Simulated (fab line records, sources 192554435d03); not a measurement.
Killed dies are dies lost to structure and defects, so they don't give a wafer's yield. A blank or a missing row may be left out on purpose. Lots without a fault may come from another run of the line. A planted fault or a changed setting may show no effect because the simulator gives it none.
Chamber matching | flow n5_finfet | N5_HKMG_FIN_HK_ALD_01 on ald_hk-01: 4 sister chambers
The step deposits HfO2, target thk 1.6 nm, pulse time 3 s, purge time 3 s. 14 wafers are shown with their chamber, then 7 later ones without.

WAFERS WITH THEIR CHAMBER
wafer  | chamber | precursor_pulse_height_rel
L076.1 | 2       | 0.994
L076.3 | 0       | 0.974
L076.5 | 0       | 0.999
L078.1 | 1       | 1.033
L078.3 | 0       | 1.004
L078.6 | 1       | 1.033
L085.3 | 0       | 0.986
L085.4 | 1       | 1.023
L085.6 | 1       | 1.013
L089.4 | 3       | 0.989
L089.5 | 0       | 1.011
L089.6 | 3       | 1.020
L093.2 | 1       | 1.004
L093.4 | 3       | 1.043

SIGNATURES (means of the wafers above)
reading                    | chamber 0 | chamber 1 | chamber 2 | chamber 3 | scatter within a chamber
precursor_pulse_height_rel | 0.99480   | 1.02120   | 0.99400   | 1.01733   | 0.0173
Rule: a wafer's distance from a chamber is the root of the sum, over the readings, of the square of ((its reading less the chamber's mean) divided by the reading's scatter). The wafer belongs to the nearest chamber; if the next one is less than 2 further off, it can't be placed. The scatter: the root of (the sum of the squares of (reading less its chamber's mean) over the shown wafers, divided by (wafers less chambers)).

WAFERS WITHOUT THEIR CHAMBER
wafer  | precursor_pulse_height_rel
L093.5 | 1.042
L095.1 | 1.030
L095.3 | 0.980
L095.4 | 0.989
L097.2 | 1.020
L097.5 | 1.005
L097.6 | 0.977

WHICH CHAMBER EACH WENT THROUGH
wafer  | from the rows above               | in truth
L093.5 | can't be placed: 1 or 3 or 0 or 2 | 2
L095.1 | can't be placed: 1 or 3 or 0 or 2 | 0
L095.3 | can't be placed: 2 or 0 or 3 or 1 | 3
L095.4 | can't be placed: 2 or 0 or 3 or 1 | 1
L097.2 | can't be placed: 1 or 3 or 0 or 2 | 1
L097.5 | can't be placed: 0 or 2 or 3 or 1 | 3
L097.6 | can't be placed: 2 or 0 or 3 or 1 | 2
Placed correctly: 0 of 7. Can't be placed from these rows: 7 (the true chamber is among the candidates in 7). Placed wrongly: 0.
